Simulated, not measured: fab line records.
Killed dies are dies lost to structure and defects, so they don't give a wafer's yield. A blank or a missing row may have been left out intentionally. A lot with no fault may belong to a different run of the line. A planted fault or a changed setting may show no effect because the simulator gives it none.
Struck lot and sound lot, side by side	flow n5-finfet	26 out of 1938 route steps
Sound: the wafers L527.1, L527.4, L527.5. Wafers struck: L542.1, L542.2, L542.6. The cause is named last.
For every step that has rows: the tool of each side, followed by ch and its chambers, followed by its first start. Under that, the readings that differ: sound wafers	struck wafers	difference of the means	sigmas: that difference in standard deviations of wafers without a fault.
alike: readings with means less than 2 such deviations apart, plus words and numbers identical on both sides. not compared: withheld readings, readings lacking a value on some wafer, bounds such as >300 that could conceal the same value, and numbers that have no deviation in the record and whose values overlap.
The two part at a step that has a row with sigmas, a row that says differs or no value, or rows on one side only. Numbers that don't overlap but have no deviation are shown without sigmas and don't part them. Lack of a reading on every wafer of one side parts them only where that side has two or more wafers.

N5_BEOL_M7_INSPECT_13: inspects for defects (brightfield).
  struck on defect-inspect-02, day 14 16:35; sound on defect-inspect-02, day 10 12:48
  alike: raw-defect-count
N5_BEOL_M7_DESCUM_16: chemistry O2, time 7.9 s.
  sound on rie-diel-02 ch 0,1, day 10 12:50; struck on rie-diel-02 ch 1,2,3, day 14 16:43
reading	sound	struck	difference	sigmas
oes-product-au (a.u.)	1.03 0.85 1.04	0.91 0.78 0.67	-0.19	-2
  alike: drypump-motor-current-A, rf-vpp-V, showerhead-plenum-p-Torr, throttle-valve-pct
  not compared: rf-hours-counter-h
N5_BEOL_M7_ETCH_61: etches SiARC in CF4, target depth 45.5 nm, time 75.8 s.
  sound on rie-diel-02 ch 0,1, day 10 12:52; struck on rie-diel-02 ch 1,2,3, day 14 16:44
  alike: drypump-motor-current-A, etch-rf-on-time-s, oes-product-au, rf-vpp-V, showerhead-plenum-p-Torr, throttle-valve-pct
  not compared: rf-hours-counter-h
then, 2 steps without rows for these wafers: N5_BEOL_M7_ETCH_62 (etches SOC in N2/H2, target depth 110 nm, overetch 22 nm, time 165 s); N5_BEOL_M7_STRIP_68 (strips in N2/H2).
N5_BEOL_M7_STRIP_67: strips in CF4.
  sound on rie-diel-02 ch 0,1, day 10 13:05; struck on rie-diel-02 ch 1,2,3, day 14 16:57
  alike: drypump-motor-current-A, oes-product-au, rf-vpp-V, showerhead-plenum-p-Torr, throttle-valve-pct
  not compared: rf-hours-counter-h
N5_BEOL_M7_HM_OPEN_17: chemistry Cl2/BCl3, target TiN, target depth 20 nm, overetch 6 nm.
  sound on rie-metal-03 ch 0,1, day 10 13:07; struck on rie-metal-02 ch 0,1, day 14 16:59
  alike: drypump-motor-current-A, oes-product-au, throttle-valve-pct
  not compared: rf-hours-counter-h
then, 1 step without rows for these wafers: N5_BEOL_M7_STRIP_19 (strips in O2).
N5_BEOL_M7_CD_MEAS_18: pitch 80 nm, target cd 40 nm.
  struck on cd-sem-02, day 14 17:10; sound on cd-sem-01, day 10 13:19
  alike: cd-nm
then, 3 steps without rows for these wafers: N5_BEOL_M7_COAT_63 (time 60 s, resist thk 60 nm); N5_BEOL_M7_COAT_64 (time 60 s, resist thk 12 nm); N5_BEOL_M7_COAT_71 (time 60 s, resist thk 5 nm).
N5_BEOL_M7_COAT_22: resist thk 30 nm.
  sound on litho-track-04 ch 0, day 10 17:39; struck on litho-track-02 ch 0, day 14 17:53
reading	sound	struck	difference	sigmas
spin-speed-rpm (rpm)	1501.1 1500.1 1499.3	1550.4 1549.4 1551.2	+50.2	+50
model.CAR-EUV_of_BEOL_M7_COAT_22.thk-nm (nm)	30 30 30	29.6 29.6 29.6	-0.4	
  alike: exhaust-pa
then, 5 steps without rows for these wafers: N5_BEOL_M7_EBR_24; N5_BEOL_M7_SOFTBAKE_23 (time 60 s); N5_BEOL_M7_EXPOSE_25 (exposes mask V6, target cd 40 nm); N5_BEOL_M7_PEB_26 (peb time 60 s); N5_BEOL_M7_DEVELOP_27 (develop time 30 s).
N5_BEOL_M7_CD_MEAS_28: the cd target is 40 nm.
  sound on cd-sem-03 ch 0, day 10 18:01; struck on cd-sem-03 ch 0, day 14 18:09
  alike: cd-nm
N5_BEOL_M7_OVL_MEAS_29:
  sound on overlay-02 ch 0, day 10 18:03; struck on overlay-01 ch 0, day 14 18:11
  alike: V6_OVL
N5_BEOL_M7_INSPECT_30: inspects for defects (brightfield).
  struck on defect-inspect-02, day 14 18:14; sound on defect-inspect-02, day 10 18:07
  alike: raw-defect-count
then, 1 step without rows for these wafers: N5_BEOL_M7_DESCUM_33 (chemistry O2, time 7 s).
N5_BEOL_M7_ETCH_72: etches underlayer in N2/H2, target depth 6.5 nm, time 5.2 s.
  sound on rie-diel-01 ch 0,1, day 10 18:43; struck on rie-diel-02 ch 0,1,2, day 14 18:18
  alike: drypump-motor-current-A, etch-rf-on-time-s, oes-product-au, rf-vpp-V, showerhead-plenum-p-Torr, throttle-valve-pct
  not compared: rf-hours-counter-h
N5_BEOL_M7_ETCH_65: etches SiARC in CF4, target depth 15.6 nm, time 26 s.
  sound on rie-diel-01 ch 0,1, day 10 18:44; struck on rie-diel-02 ch 0,1,2, day 14 18:19
reading	sound	struck	difference	sigmas
model.CAR-EUV_of_BEOL_M7_COAT_22.thk-nm (nm)	11.2 11.2 11.2	10.8 10.8 10.8	-0.4	
  alike: drypump-motor-current-A, etch-rf-on-time-s, oes-product-au, rf-vpp-V, showerhead-plenum-p-Torr, throttle-valve-pct
  not compared: rf-hours-counter-h
then, 1 step without rows for these wafers: N5_BEOL_M7_ETCH_66 (etches SOC in N2/H2, target depth 80 nm, overetch 16 nm, time 120 s).
N5_PASSIVATION_PROBE_49:
  rows exist in the record for the sound wafers here (prober-01, day 14 01:23), none for the struck ones

== WHERE THEY PART ==
Last at N5_PASSIVATION_PROBE_49 as far as this record goes, first at N5_BEOL_M7_DESCUM_16.

WHY: what had been put in by the simulator
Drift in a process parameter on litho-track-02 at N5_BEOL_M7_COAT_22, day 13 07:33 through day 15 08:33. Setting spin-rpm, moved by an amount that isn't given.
